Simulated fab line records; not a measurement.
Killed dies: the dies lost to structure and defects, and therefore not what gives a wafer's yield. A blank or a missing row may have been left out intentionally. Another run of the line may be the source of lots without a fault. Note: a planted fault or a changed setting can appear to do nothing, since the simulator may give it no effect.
One fault seen from 3 desks ; flow nand harc ; each desk holds nothing but its own numbers, with what lay behind them at the end

THE METROLOGY DESK
Means of the sampled wafers that have a number, per lot and without regard to the tool the lot ran on: this is what the gauges read. A lot is out of limits, marked OUT, if its mean lies more than 4 standard deviations from the usual mean; the brackets give that distance.
Columns: A = cd nm at NHARC_A_SLIT_CD_MEAS_09, usual 300.2 nm; B = overlay x nm at NHARC_A_SLIT_OVL_MEAS_10, usual -0.1 nm; C = overlay y nm at NHARC_A_SLIT_OVL_MEAS_10, usual -0.3 nm
lot;first seen here;A;B;C
L120;day 20 06:52;300.5;-0.3;-1.1
L121;day 20 10:34;299.7;-0.0;-0.3
L123;day 20 18:28;300.9;-0.6;-0.4
L124;day 22 05:51;300.6;0.9;-0.7
L126;day 22 06:26;299.8;-0.3;-0.5
L127;day 23 21:55;300.5;0.2;-1.9
L132;day 25 09:00;299.4;0.2;0.3
L133;day 25 21:37;300.5;0.9;1.5
L137;day 27 06:42;300.0;-0.5;-0.8
L139;day 28 03:00;299.3;-0.6;0.0
L138;day 28 07:26;300.5;-1.1;-0.7
L141;day 29 04:17;301.2;-0.5;-0.9
L142;day 29 17:04;299.3;1.7;0.1
Result from this desk: across the 13 lots, nothing is out of limits.

DESK OF THE TOOL OWNER: rie metal-02
The tool's own readings at NHARC_A_WL_FILL_ETCHBACK_17 (etches the open film in Cl2/BCl3, target depth 4 nm, time 26.7 s): means of the sampled wafers that have a number, for each lot that ran on this tool. A lot is out of limits, marked OUT, if its mean lies more than 4 standard deviations from the usual mean; the brackets give that distance.
Columns: A = drypump motor current A at NHARC_A_WL_FILL_ETCHBACK_17, usual 5.8 A; B = oes product au at NHARC_A_WL_FILL_ETCHBACK_17, usual 1.005 a.u.; C = run length s at NHARC_A_WL_FILL_ETCHBACK_17, usual 47.9 s
lot;first seen here;A;B;C
L121;day 21 13:17;5.3;1.007;47.8
L123;day 21 21:17;5.6;1.001;47.6
L126;day 23 12:58;5.6;1.004;47.8
L124;day 23 15:05;5.6;1.005;47.6
L132;day 26 12:50;5.4;1.003;39.8 (-20) OUT
L133;day 27 02:34;5.6;1.009;39.9 (-19) OUT
L141;day 30 06:54;5.3;1.007;47.7
This desk's verdict: out of limits on L132, L133, starting with L132 at day 26 12:50 (run length s at NHARC_A_WL_FILL_ETCHBACK_17). Within limits: L121, L123, L126, L124, L141.

THE DEFECT DESK
Counts from the inspections along the route, per lot, as means over the sampled wafers that have a number. A lot is out of limits, marked OUT, if its mean lies more than 4 standard deviations from the usual mean; the brackets give that distance.
Columns: A = raw defect count at NHARC_A_SLIT_INSPECT_11, usual 63
lot;first seen here;A
L120;day 20 06:59;68
L121;day 20 10:41;70
L123;day 20 18:35;27
L124;day 22 05:58;116
L126;day 22 06:34;25
L127;day 23 22:02;72
L132;day 25 09:07;23
L133;day 25 21:45;65
L137;day 27 06:50;113
L139;day 28 03:07;68
L138;day 28 07:33;27
L141;day 29 04:25;72
L142;day 29 17:12;61
Result from this desk: across the 13 lots, nothing is out of limits.

TAKEN TOGETHER
An alarm could have come from the tool owner's desk at day 26 12:50, on L132, L133.
Nothing out of limits was seen by the metrology desk.
Nothing the defect desk looked at was out of limits.
The metrology desk has L132, L133 on record, within its limits.
The defect desk has L132, L133 on record, within its limits.
NHARC_A_WL_FILL_ETCHBACK_17 was run on rie metal-02 by each of the lots named.

WHAT THE SIMULATOR PUT IN
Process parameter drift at NHARC_A_WL_FILL_ETCHBACK_17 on rie metal-02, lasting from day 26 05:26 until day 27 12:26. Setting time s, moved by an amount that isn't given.
Struck lots among those shown: L132, L133.
How many hours passed from the start of the fault until each desk's first out-of-limits reading: the tool owner's desk, 7.
